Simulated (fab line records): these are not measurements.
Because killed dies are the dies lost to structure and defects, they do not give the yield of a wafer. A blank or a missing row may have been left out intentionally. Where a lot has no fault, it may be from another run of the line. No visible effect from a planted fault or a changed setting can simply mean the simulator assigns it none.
Which tool did it? -- flow n5_finfet -- Sampling: 11 lots, 33 wafers, 3 of 1938 route steps

== WHAT EACH GAUGE READ, for each wafer ==
N5_BEOL_M9_CD_MEAS_11 targets a cd of 64.1 nm. Usual: cd_nm at 64.2 nm, with a standard deviation of 0.45.
lot,measured,on,cd_nm (nm),flag
L839,day 11 07:17,cd_sem-01,63.7 64.1 64.3,
L842,day 13 04:11,cd_sem-02,63.8 63.4 64.3,
L847,day 14 09:47,cd_sem-03,64.6 64.7 64.7,
L851,day 15 00:05,cd_sem-01,63.6 63.5 64.2,
L858,day 16 03:52,cd_sem-01,63.6 63.8 63.9,
L856,day 16 04:02,cd_sem-03,64.9 64.9 65.1,
L844,day 17 13:16,cd_sem-03,63.7 64.2 64.4,
L862,day 17 13:18,cd_sem-01,64.4 64.4 64.1,
L861,day 17 13:35,cd_sem-01,63.7 63.3 63.8,
L859,day 18 04:55,cd_sem-01,64.3 63.8 63.5,
L860,day 18 11:08,cd_sem-02,63.6 64.4 64.1,

N5_BEOL_M9_CD_MEAS_18: pitch 140 nm, target cd 70 nm. Usual: cd_nm at 70.1 nm, with a standard deviation of 0.48.
lot,measured,on,cd_nm (nm),flag
L839,day 11 07:49,cd_sem-02,69.8 69.9 70.5,
L842,day 13 04:52,cd_sem-03,69.8 69.3 70.4,
L847,day 14 10:21,cd_sem-03,70.5 70.6 70.3,
L851,day 15 00:43,cd_sem-03,69.7 70.1 69.8,
L858,day 16 04:31,cd_sem-02,70.0 70.5 69.5,
L856,day 16 05:03,cd_sem-01,71.0 71.0 70.8,
L844,day 17 13:59,cd_sem-02,70.0 69.7 70.0,
L862,day 17 14:01,cd_sem-02,70.7 70.7 70.4,
L861,day 17 14:16,cd_sem-03,70.4 69.6 70.2,
L859,day 18 05:37,cd_sem-02,70.3 69.5 69.5,
L860,day 18 12:01,cd_sem-01,69.1 70.3 69.8,

== WHAT TOOL EACH LOT RAN ON (gives the tool, then ch and the chambers of the sampled wafers, and finally the start) ==
lot,N5_BEOL_M9_ETCH_62
L839,"rie_diel-03 ch 0,1, day 11 07:27"
L842,"rie_diel-01 ch 0,1, day 13 04:25"
L847,"rie_diel-03 ch 2,3, day 14 09:59"
L851,"rie_diel-06 ch 0,3, day 15 00:16"
L858,"rie_diel-06 ch 0,1, day 16 04:02"
L856,"rie_diel-03 ch 1,2,3, day 16 04:41"
L844,"rie_diel-03 ch 1,2,3, day 17 13:32"
L862,"rie_diel-06 ch 0,1,3, day 17 13:39"
L861,"rie_diel-06 ch 0,3, day 17 13:54"
L859,"rie_diel-01 ch 0,1,3, day 18 05:10"
L860,"rie_diel-01 ch 1,2,3, day 18 11:32"
- N5_BEOL_M9_ETCH_62: etches SOC in N2/H2, target depth 110 nm, overetch 22 nm, time 165 s.

== WHAT THE TOOLS THEMSELVES READ (means of the sampled wafers that have a number; where no wafer has one, the mark that the record gives instead) ==
N5_BEOL_M9_ETCH_62. Usual: drypump_motor_current_A 5.9 A, standard deviation 0.56; oes_product_au 0.67 a.u., standard deviation 0.059; rf_vpp_V 523.6 V, standard deviation 2.5; showerhead_plenum_p_Torr 2.53 Torr, standard deviation 0.084; temp_c 40.00 C, standard deviation 0.12; throttle_valve_pct 17.95 %, standard deviation 0.19.
lot,tool,drypump_motor_current_A (A),oes_product_au (a.u.),rf_vpp_V (V),showerhead_plenum_p_Torr (Torr),temp_c (C),throttle_valve_pct (%),flag
L839,rie_diel-03,5.9,0.62,520.9,2.46,40.03,17.76,
L842,rie_diel-01,6.4,0.63,523.3,2.50,40.03,17.98,
L847,rie_diel-03,5.1,0.66,526.7,2.61,40.09,17.92,
L851,rie_diel-06,6.0,0.73,524.9,2.59,40.00,17.97,
L858,rie_diel-06,6.1,0.75,525.0,2.60,40.03,17.80,
L856,rie_diel-03,5.5,0.63,523.3,2.54,39.95,17.86,
L844,rie_diel-03,5.5,0.63,523.1,2.53,40.00,17.87,
L862,rie_diel-06,5.6,0.70,524.7,2.57,40.06,17.92,
L861,rie_diel-06,6.0,0.70,524.1,2.58,40.05,18.00,
L859,rie_diel-01,6.3,0.64,522.5,2.47,40.05,18.03,
L860,rie_diel-01,6.2,0.66,523.6,2.55,39.97,18.01,

== THE ANSWER, worked out from the rows above alone ==
Rule: lot off if the mean of its wafers having a number is beyond 3 standard deviations from the usual mean. A lot without any number at a reading at which 4 lots or more have one is off too. The other lots that the step has rows for count as sound. First the gauges in route order, then the tools' own readings, where a lot's mean is used as printed above. At the first step where some lot is off, the reading lying furthest off is the one used; lots without a number count as furthest.
Across all readings shown, no lot is off: no conclusion can be drawn from this.

== WHAT THE SIMULATOR HAD INSERTED ==
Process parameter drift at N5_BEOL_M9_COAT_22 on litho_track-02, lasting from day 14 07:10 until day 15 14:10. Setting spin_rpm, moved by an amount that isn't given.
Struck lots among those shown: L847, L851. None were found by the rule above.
